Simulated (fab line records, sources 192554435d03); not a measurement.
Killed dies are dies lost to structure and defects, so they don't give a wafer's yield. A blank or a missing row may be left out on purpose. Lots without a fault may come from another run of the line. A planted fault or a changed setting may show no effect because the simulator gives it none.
fab line records | flow n5_finfet | part 1 of 2: steps 1 to 4 of 6
record lots=21 wafers=63 last_day=17
route steps=1938 shown MOL_CONTACT_COAG@581 BEOL_M0_SAQP@664
lots that met no fault: from a run of the same line without faults
start_h: hours from the record's first day to the start of the lot's first wafer shown | wait_h: hours since the lot's step before | " the same as in the row above | L1.1+2: a row that stands for several wafers | - no value, or no start given | * or withheld: withheld | < > ~ a bound
route shown NAME@n: a module of which the file shows steps, and the number in the route of the first | usual: mean/standard deviation of fault-free wafers | same: alike in all rows | chamber/n: place in a boat | sites: the reading at each site | _std_site: their standard deviation | _edge_site: outer sites' mean less inner sites' | radius_mm: how far each site lies from the wafer's centre | mask NAME#n: copy n | behind: the tool/chamber that last shaped the wafer | hold: why the lot was held/for how many hours/how that ended | device: the transistor (n, p or np) that didn't switch | end of line: the same wafers' tests at the end of the route | a step without rows: its recipe alone | killed: dies lost to structure and defects at the first sort, not the wafer's yield | map: a wafer's dies, x killed, . not, _ none there
set.NAME: the setting as run; set.NAME@STEP: as run at that earlier step | model.NAME: the simulator's own value behind a step, which no gauge read
steps of the route over a sample of lots; a table a step, a row a wafer
services: from which hour (start_h, from the record's first day; less than 0 if before it) a tool's chamber was out of use, for how many hours, and why
## steps
# step N5_MOL_CONTACT_COAG_ETCH_91
# recipe chemistry=N2/H2 target=SOC target_depth_a=600 overetch_a=210 mask_material=SiARC temp_c=40 time_s=101.2 ion_energy_ev=200 pressure_mtorr=30 source_w=840 bias_w=150 n2_flow_sccm=200 h2_flow_sccm=200
# usual drypump_motor_current_A=5.7/0.54 oes_product_au=0.68/0.065 rf_vpp_V=523.3/1.7 showerhead_plenum_p_Torr=2.53/0.062 throttle_valve_pct=18.0/0.38
# columns lot.wafer tool chamber start_h wait_h drypump_motor_current_A oes_product_au rf_hours_counter_h rf_vpp_V showerhead_plenum_p_Torr throttle_valve_pct
L074.2 rie_diel-04 2 103.40 0.0 5.4 0.59 252 524.0 2.53 18.2
L074.3 " 0 " " 5.9 0.68 97 521.1 2.48 17.9
L074.4 " 1 " " 5.4 0.75 - 524.1 2.61 17.8
L076.2 rie_diel-04 0 111.59 0.0 5.9 0.68 101 521.8 2.48 17.9
L076.3 " 3 " " 6.0 0.83 2 522.5 2.48 17.4
L076.6 " 1 " " 5.4 0.75 - 523.9 2.61 17.8
L077.3 rie_diel-01 0 115.18 0.0 6.3 0.67 118 526.3 2.59 17.9
L077.5 " 0 " " 6.3 0.68 - 526.5 2.59 17.9
L077.6 " 1 " " 5.8 0.59 - 524.0 2.53 18.6
L078.2 rie_diel-04 3 124.25 0.0 6.0 0.81 6 523.9 2.48 17.4
L078.3 " 1 " " 5.5 0.73 34 525.8 2.61 17.8
L078.4 " 2 " " 5.3 0.81 2 521.1 2.52 17.7
L079.1 rie_diel-01 2 132.51 0.0 5.3 0.65 119 528.2 2.67 17.9
L079.2 " 1 " " 5.7 0.59 208 522.5 2.53 18.6
L079.6 " 2 " " 5.3 0.64 - 526.9 2.67 18.0
L080.1 rie_diel-01 3 132.83 0.0 6.0 0.69 81 524.9 2.56 17.8
L080.3 " 1 " " 5.8 0.59 208 522.1 2.53 18.6
L080.4 " 0 " " 6.3 0.67 124 523.1 2.59 18.0
L081.1 rie_diel-01 0 142.06 0.0 6.3 0.66 127 524.5 2.58 18.0
L081.3 " 2 " " 5.3 0.64 122 527.2 2.66 18.0
L081.6 " 2 " " 5.3 0.64 - 526.9 2.66 17.9
L082.1 rie_diel-05 1 146.20 0.0 5.8 0.73 39 521.3 2.45 17.6
L082.3 " 2 " " 6.7 0.61 172 523.2 2.55 18.5
L082.4 " 0 " " 5.1 0.72 52 523.9 2.47 17.7
L083.1 rie_diel-04 3 150.17 0.0 6.1 0.80 14 521.5 2.48 17.4
L083.4 " 1 " " 5.4 0.73 42 523.6 2.60 17.8
L083.5 " 1 " " 5.5 0.73 - 525.8 2.60 17.8
L084.2 rie_diel-05 2 156.85 0.0 6.7 0.61 175 522.2 2.55 18.5
L084.3 " 1 " " 5.8 0.72 42 521.2 2.45 17.5
L084.6 " 2 " " 6.7 0.61 - 523.8 2.55 18.6
L086.2 rie_diel-05 3 169.96 0.0 5.0 0.78 21 521.7 2.49 17.6
L086.3 " 2 " " 6.7 0.61 181 525.6 2.55 18.6
L086.6 " 1 " " 5.8 0.72 - 523.3 2.45 17.6
L087.3 rie_diel-01 1 176.26 0.0 5.8 0.58 223 521.5 2.52 18.6
L087.5 " 1 " " 5.8 0.59 - 522.5 2.52 18.6
L087.6 " 2 " " 5.3 0.63 - 525.4 2.66 18.0
L088.1 rie_diel-05 3 184.53 0.0 5.0 0.77 26 522.5 2.49 17.7
L088.5 " 2 " " 6.7 0.61 - 522.8 2.55 18.6
L088.6 " 1 " " 5.8 0.71 - 521.6 2.44 17.6
L089.1 rie_diel-01 1 190.58 0.0 5.8 0.59 227 523.7 2.52 18.6
L089.2 " 3 " " 6.0 0.68 101 525.4 2.56 17.9
L089.3 " 2 " " 5.3 0.63 139 526.4 2.66 18.0
L090.1 rie_diel-04 0 194.20 0.0 5.9 0.65 129 522.7 2.47 18.0
L090.3 " 1 " " 5.4 0.71 58 523.7 2.60 17.8
L090.5 " 1 " " 5.4 0.71 - 524.5 2.60 17.8
L091.2 rie_diel-05 3 197.39 0.0 5.0 0.77 30 521.2 2.48 17.7
L091.5 " 2 " " 6.7 0.60 - 524.1 2.55 18.6
L091.6 " 1 " " 5.8 0.71 - 522.1 2.44 17.6
L092.1 rie_diel-05 1 204.72 0.0 5.8 0.71 61 521.7 2.44 17.6
L092.2 " 3 " " 4.9 0.76 32 523.2 2.48 17.7
L092.4 " 0 " " 5.1 0.70 72 522.2 2.47 17.7
L093.2 rie_diel-04 1 210.54 0.0 5.4 0.70 64 524.8 2.59 17.8
L093.3 " 3 " " 6.0 0.76 34 522.4 2.47 17.4
L093.4 " 0 " " 5.9 0.64 136 522.0 2.47 18.0
L094.3 rie_diel-05 0 221.88 0.0 5.1 0.69 78 521.0 2.46 17.8
L094.4 " 2 " " 6.7 0.60 199 522.6 2.54 18.6
L094.6 " 0 " " 5.1 0.69 - 521.0 2.46 17.8
L096.4 rie_diel-05 0 231.51 0.0 5.1 0.70 - 521.8 2.46 17.8
L096.5 " 3 " " 5.0 0.75 - 522.6 2.48 17.7
L096.6 " 2 " " 6.7 0.60 - 523.4 2.54 18.6
L097.2 rie_diel-05 1 239.59 0.0 5.8 0.69 72 521.7 2.44 17.6
L097.4 " 0 " " 5.1 0.69 84 522.3 2.46 17.8
L097.6 " 0 " " 5.1 0.68 - 523.0 2.46 17.8
# step N5_MOL_CONTACT_COAG_ETCH_47
# recipe chemistry=CH3F/O2 target=SiNx target_depth_a=270 mask_material=SiO2 stop_on=W over_etch_frac=0.2 ion_energy_ev=120 endpoint=OES-CN pressure_mtorr=30 source_w=395 bias_w=73 Ar_flow_sccm=150 CH3F_flow_sccm=30 O2_flow_sccm=20 ends=end_point
# usual drypump_motor_current_A=5.7/0.54 etch_rf_on_time_s=31.4/0.91 oes_product_au=0.73/0.077 rf_vpp_V=296/9.3 showerhead_plenum_p_Torr=1.99/0.051 throttle_valve_pct=16.44/0.26
# same over_etch_frac=0.2
# columns lot.wafer tool chamber start_h wait_h drypump_motor_current_A etch_rf_on_time_s oes_product_au rf_hours_counter_h rf_vpp_V showerhead_plenum_p_Torr throttle_valve_pct
L074.2 rie_diel-04 2 103.63 0.0 5.4 31.5 0.62 253 303 1.97 16.60
L074.3 " 0 " " 5.9 31.9 0.72 97 287 1.92 16.16
L074.4 " 1 " " 5.4 30.9 0.81 - 279 2.07 16.41
L076.2 rie_diel-04 0 111.82 0.0 5.9 31.9 0.71 102 286 1.92 16.16
L076.3 " 3 " " 6.0 29.9 0.91 2 306 1.97 16.00
L076.6 " 1 " " 5.4 31.0 0.80 - 279 2.06 16.42
L077.3 rie_diel-01 0 115.41 0.0 6.3 31.0 0.72 118 306 2.03 16.40
L077.5 " 0 " " 6.3 31.3 0.72 - 306 2.03 16.39
L077.6 " 1 " " 5.7 32.6 0.62 - 301 1.98 16.94
L078.2 rie_diel-04 3 124.48 0.0 6.0 30.5 0.88 6 307 1.96 16.00
L078.3 " 1 " " 5.4 30.8 0.80 34 280 2.06 16.43
L078.4 " 2 " " 5.4 30.8 0.87 2 303 1.97 16.07
L079.1 rie_diel-01 2 132.74 0.0 5.3 30.9 0.69 119 279 2.12 16.55
L079.2 " 1 " " 5.7 31.8 0.62 208 301 1.98 16.95
L079.6 " 2 " " 5.3 30.8 0.70 - 280 2.12 16.54
L080.1 rie_diel-01 3 133.06 0.0 6.0 30.8 0.75 81 305 2.04 16.52
L080.3 " 1 " " 5.7 32.3 0.63 208 302 1.98 16.95
L080.4 " 0 " " 6.3 31.4 0.71 124 305 2.03 16.40
L081.1 rie_diel-01 0 142.29 0.0 6.3 31.8 0.71 127 306 2.03 16.43
L081.3 " 2 " " 5.3 31.7 0.68 123 281 2.12 16.54
L081.6 " 2 " " 5.3 31.1 0.69 - 280 2.12 16.56
L082.1 rie_diel-05 1 146.43 0.0 5.8 30.8 0.79 40 306 1.96 16.29
L082.3 " 2 " " 6.7 33.6 0.63 172 290 1.97 16.69
L082.4 " 0 " " 5.1 30.6 0.78 52 298 1.97 16.28
L083.1 rie_diel-04 3 150.40 0.0 6.0 29.8 0.86 14 307 1.96 16.04
L083.4 " 1 " " 5.4 30.7 0.77 42 279 2.06 16.43
L083.5 " 1 " " 5.4 30.6 0.78 - 279 2.06 16.43
L084.2 rie_diel-05 2 157.08 0.0 6.7 33.5 0.63 175 289 1.97 16.70
L084.3 " 1 " " 5.8 30.7 0.78 43 305 1.96 16.29
L084.6 " 2 " " 6.7 33.2 0.63 - 291 1.97 16.72
L086.2 rie_diel-05 3 170.19 0.0 5.0 30.8 0.84 21 296 1.98 16.23
L086.3 " 2 " " 6.7 33.1 0.64 181 291 1.97 16.73
L086.6 " 1 " " 5.7 30.5 0.78 - 308 1.95 16.30
L087.3 rie_diel-01 1 176.49 0.0 5.7 32.4 0.61 223 303 1.97 16.99
L087.5 " 1 " " 5.7 32.3 0.61 - 302 1.97 16.98
L087.6 " 2 " " 5.3 31.2 0.68 - 281 2.11 16.57
L088.1 rie_diel-05 3 184.76 0.0 5.0 31.2 0.82 26 294 1.97 16.24
L088.5 " 2 " " 6.6 32.6 0.63 - 290 1.97 16.73
L088.6 " 1 " " 5.8 30.5 0.77 - 308 1.95 16.31
L089.1 rie_diel-01 1 190.81 0.0 5.8 32.4 0.61 227 301 1.97 17.00
L089.2 " 3 " " 6.0 31.3 0.72 101 303 2.03 16.55
L089.3 " 2 " " 5.3 31.6 0.67 139 278 2.11 16.58
L090.1 rie_diel-04 0 194.43 0.0 5.9 31.5 0.68 129 287 1.91 16.22
L090.3 " 1 " " 5.4 30.7 0.75 58 279 2.06 16.49
L090.5 " 1 " " 5.5 30.5 0.76 - 280 2.06 16.48
L091.2 rie_diel-05 3 197.62 0.0 5.0 31.0 0.82 30 295 1.97 16.26
L091.5 " 2 " " 6.7 33.4 0.62 - 291 1.97 16.74
L091.6 " 1 " " 5.8 30.7 0.76 - 307 1.95 16.32
L092.1 rie_diel-05 1 204.95 0.0 5.8 30.5 0.76 61 308 1.95 16.32
L092.2 " 3 " " 5.0 30.8 0.82 32 294 1.97 16.25
L092.4 " 0 " " 5.1 30.6 0.76 72 298 1.97 16.33
L093.2 rie_diel-04 1 210.77 0.0 5.5 31.2 0.74 64 278 2.05 16.48
L093.3 " 3 " " 6.0 30.1 0.83 34 307 1.96 16.05
L093.4 " 0 " " 5.9 31.9 0.68 136 289 1.91 16.23
L094.3 rie_diel-05 0 222.11 0.0 5.1 30.4 0.75 78 300 1.96 16.32
L094.4 " 2 " " 6.7 32.7 0.63 199 290 1.96 16.76
L094.6 " 0 " " 5.1 30.3 0.75 - 298 1.96 16.33
L096.4 rie_diel-05 0 231.74 0.0 5.1 30.1 0.76 - 297 1.96 16.33
L096.5 " 3 " " 4.9 30.9 0.79 - 292 1.97 16.26
L096.6 " 2 " " 6.7 32.9 0.62 - 290 1.96 16.75
L097.2 rie_diel-05 1 239.82 0.0 5.8 31.0 0.75 72 308 1.95 16.34
L097.4 " 0 " " 5.1 31.0 0.74 85 298 1.96 16.35
L097.6 " 0 " " 5.1 30.9 0.75 - 297 1.96 16.34
# step N5_MOL_CONTACT_COAG_STRIP_119
# recipe chemistry=N2/H2 time_s=30 power_w=1000 temp_c=250 pressure_mtorr=withheld n2_flow_sccm=1750 h2_flow_sccm=3250
# usual drypump_motor_current_A=5.9/0.63 heater_power_w=390/25
# columns lot.wafer tool chamber start_h wait_h drypump_motor_current_A heater_power_w rf_hours_counter_h
L074.2 plasma_asher-01 0 103.76 0.1 5.1 409 41
L074.3 " 0 " " 5.1 403 -
L074.4 " 1 " " 6.3 387 -
L076.2 plasma_asher-02 0 111.90 0.1 6.7 396 93
L076.3 " 1 " " 5.9 339 -
L076.6 " 0 " " 6.7 408 -
L077.3 plasma_asher-01 0 115.51 0.1 5.1 399 -
L077.5 " 1 " " 6.3 381 -
L077.6 " 0 " " 5.1 410 -
L078.2 plasma_asher-02 0 124.56 0.1 6.7 403 96
L078.3 " 1 " " 5.9 337 -
L078.4 " 0 " " 6.7 398 -
L079.1 plasma_asher-01 1 132.82 0.1 6.3 367 48
L079.2 " 0 " " 5.1 404 48
L079.6 " 0 " " 5.1 409 -
L080.1 plasma_asher-01 0 133.14 0.1 5.1 414 48
L080.3 " 0 " " 5.1 412 -
L080.4 " 1 " " 6.3 381 -
L081.1 plasma_asher-01 1 142.37 0.1 6.4 383 50
L081.3 " 0 " " 5.1 411 -
L081.6 " 1 " " 6.4 390 -
L082.1 plasma_asher-01 0 146.51 0.1 5.1 419 51
L082.3 " 0 " " 5.1 406 -
L082.4 " 1 " " 6.3 389 -
L083.1 plasma_asher-01 1 150.89 0.5 6.3 399 52
L083.4 " 1 " " 6.3 385 -
L083.5 " 1 " " 6.4 375 -
L084.2 plasma_asher-02 0 157.16 0.1 6.7 399 102
L084.3 " 0 " " 6.7 409 -
L084.6 " 1 " " 5.9 337 -
L086.2 plasma_asher-01 0 170.27 0.1 5.1 415 55
L086.3 " 0 " " 5.1 398 -
L086.6 " 1 " " 6.4 399 -
L087.3 plasma_asher-02 0 176.59 0.1 6.7 399 -
L087.5 " 0 " " 6.7 402 -
L087.6 " 1 " " 5.9 326 -
L088.1 plasma_asher-01 0 184.85 0.1 5.1 407 59
L088.5 " 0 " " 5.2 403 -
L088.6 " 1 " " 6.3 382 -
L089.1 plasma_asher-01 1 190.89 0.1 6.3 393 60
L089.2 " 0 " " 5.1 413 60
L089.3 " 0 " " 5.2 421 -
L090.1 plasma_asher-01 1 194.52 0.1 6.3 385 60
L090.3 " 0 " " 5.1 409 -
L090.5 " 0 " " 5.1 408 -
L091.2 plasma_asher-01 1 197.70 0.1 6.3 395 60
L091.5 " 1 " " 6.3 391 -
L091.6 " 0 " " 5.1 416 -
L092.1 plasma_asher-01 1 205.03 0.1 6.4 380 62
L092.2 " 0 " " 5.1 404 62
L092.4 " 0 " " 5.1 420 -
L093.2 plasma_asher-01 1 210.85 0.1 6.4 389 63
L093.3 " 1 " " 6.4 381 -
L093.4 " 0 " " 5.1 410 -
L094.3 plasma_asher-01 0 222.21 0.1 5.1 404 -
L094.4 " 1 " " 6.3 391 -
L094.6 " 1 " " 6.4 380 -
L096.4 plasma_asher-01 1 231.81 0.0 6.4 388 -
L096.5 " 1 " " 6.3 374 -
L096.6 " 0 " " 5.1 399 -
L097.2 plasma_asher-02 1 239.90 0.1 5.9 329 117
L097.4 " 1 " " 5.9 334 -
L097.6 " 0 " " 6.7 407 -
# step N5_MOL_CONTACT_COAG_ETCH_67
# recipe chemistry=N2/H2 target=SOC target_depth_a=600 overetch_a=210 mask_material=SiARC temp_c=40 time_s=101.2 ion_energy_ev=200 pressure_mtorr=30 source_w=840 bias_w=150 n2_flow_sccm=200 h2_flow_sccm=200
# usual drypump_motor_current_A=5.7/0.5 oes_product_au=0.70/0.068 rf_vpp_V=523.3/1.7 showerhead_plenum_p_Torr=2.53/0.06 throttle_valve_pct=17.9/0.36
# columns lot.wafer tool chamber start_h wait_h drypump_motor_current_A oes_product_au rf_hours_counter_h rf_vpp_V showerhead_plenum_p_Torr throttle_valve_pct
L074.2 rie_diel-05 0 105.33 0.0 5.1 0.74 34 522.6 2.48 17.7
L074.3 " 2 " " 6.7 0.63 156 521.3 2.56 18.5
L074.4 " 0 " " 5.1 0.74 - 521.4 2.48 17.7
L076.2 rie_diel-04 1 113.02 0.0 5.5 0.74 29 524.1 2.61 17.8
L076.3 " 0 " " 5.9 0.67 102 520.9 2.48 17.9
L076.6 " 0 " " 5.9 0.67 - 521.3 2.48 17.9
L077.3 rie_diel-05 3 117.41 0.0 5.0 0.86 0 521.6 2.50 17.6
L077.5 " 0 " " 5.1 0.74 - 521.7 2.48 17.7
L077.6 " 1 " " 5.8 0.75 - 522.5 2.45 17.5
L078.2 rie_diel-05 1 125.50 0.0 5.8 0.74 32 522.2 2.45 17.5
L078.3 " 2 " " 6.7 0.62 165 524.1 2.56 18.5
L078.4 " 0 " " 5.1 0.73 43 521.9 2.48 17.7
L079.1 rie_diel-04 2 134.40 0.0 5.4 0.81 5 522.1 2.52 17.7
L079.2 " 0 " " 5.9 0.67 110 520.2 2.48 18.0
L079.6 " 2 " " 5.3 0.80 - 523.0 2.52 17.7
L080.1 rie_diel-04 2 134.88 0.0 5.4 0.80 6 522.3 2.52 17.7
L080.3 " 0 " " 5.9 0.67 110 520.9 2.48 17.9
L080.4 " 1 " " 5.4 0.74 38 525.9 2.61 17.8
L081.1 rie_diel-05 3 143.46 0.0 5.0 0.80 11 521.6 2.49 17.6
L081.3 " 0 " " 5.1 0.73 51 522.6 2.47 17.7
L081.6 " 1 " " 5.8 0.73 - 522.6 2.45 17.6
L082.1 rie_diel-05 0 147.57 0.0 5.0 0.73 52 521.7 2.47 17.7
L082.3 " 1 " " 5.8 0.73 40 522.2 2.45 17.5
L082.4 " 2 " " 6.7 0.62 173 523.3 2.55 18.6
L083.1 rie_diel-05 0 151.96 0.0 5.1 0.72 53 521.7 2.47 17.7
L083.4 " 1 " " 5.8 0.73 41 523.2 2.45 17.5
L083.5 " 2 " " 6.7 0.62 - 524.0 2.55 18.5
L084.2 rie_diel-01 1 158.81 0.0 5.7 0.58 217 523.6 2.52 18.6
L084.3 " 0 " " 6.3 0.66 134 523.6 2.58 18.0
L084.6 " 3 " " 6.0 0.68 - 523.6 2.56 17.9
L086.2 rie_diel-04 3 171.33 0.0 6.0 0.77 20 522.5 2.48 17.4
L086.3 " 0 " " 5.9 0.66 121 523.7 2.47 18.0
L086.6 " 1 " " 5.5 0.72 - 525.5 2.60 17.8
L087.3 rie_diel-04 3 177.51 0.0 6.0 0.77 22 522.8 2.47 17.4
L087.5 " 1 " " 5.5 0.71 - 523.7 2.60 17.8
L087.6 " 2 " " 5.4 0.77 - 522.4 2.52 17.7
L088.1 rie_diel-04 1 185.92 0.0 5.5 0.71 56 524.7 2.60 17.8
L088.5 " 0 " " 5.9 0.66 - 520.0 2.47 18.0
L088.6 " 1 " " 5.5 0.70 - 524.6 2.60 17.8
L089.1 rie_diel-01 3 192.25 0.0 6.0 0.67 102 523.6 2.56 17.9
L089.2 " 2 " " 5.3 0.64 139 526.7 2.66 18.0
L089.3 " 0 " " 6.3 0.65 144 524.2 2.58 18.0
L090.1 rie_diel-05 0 195.60 0.0 5.1 0.71 68 521.9 2.47 17.7
L090.3 " 1 " " 5.8 0.70 57 521.9 2.44 17.6
L090.5 " 1 " " 5.8 0.71 - 522.3 2.44 17.6
L091.2 rie_diel-05 0 199.01 0.0 5.1 0.70 69 521.0 2.47 17.7
L091.5 " 3 " " 5.0 0.76 - 522.1 2.48 17.7
L091.6 " 2 " " 6.7 0.61 - 522.9 2.54 18.6
L092.1 rie_diel-01 0 206.13 0.0 6.3 0.65 148 523.3 2.57 18.0
L092.2 " 3 " " 6.0 0.67 106 523.7 2.55 17.9
L092.4 " 1 " " 5.8 0.57 231 523.7 2.52 18.6
L093.2 rie_diel-01 3 212.19 0.0 6.0 0.66 108 524.1 2.55 17.9
L093.3 " 0 " " 6.3 0.65 150 524.6 2.57 18.0
L093.4 " 1 " " 5.8 0.58 233 522.7 2.52 18.6
L094.3 rie_diel-04 1 223.15 0.0 5.4 0.70 69 526.4 2.59 17.8
L094.4 " 0 " " 5.9 0.64 141 520.5 2.47 18.0
L094.6 " 3 " " 6.0 0.75 - 522.5 2.47 17.5
L096.4 rie_diel-05 3 232.76 0.0 5.0 0.74 - 522.4 2.48 17.7
L096.5 " 0 " " 5.1 0.69 - 521.3 2.46 17.7
L096.6 " 2 " " 6.7 0.60 - 523.9 2.54 18.6
L097.2 rie_diel-04 0 240.96 0.0 5.9 0.64 146 521.6 2.46 18.0
L097.4 " 2 " " 5.4 0.74 38 522.5 2.51 17.7
L097.6 " 1 " " 5.4 0.69 - 524.4 2.59 17.9
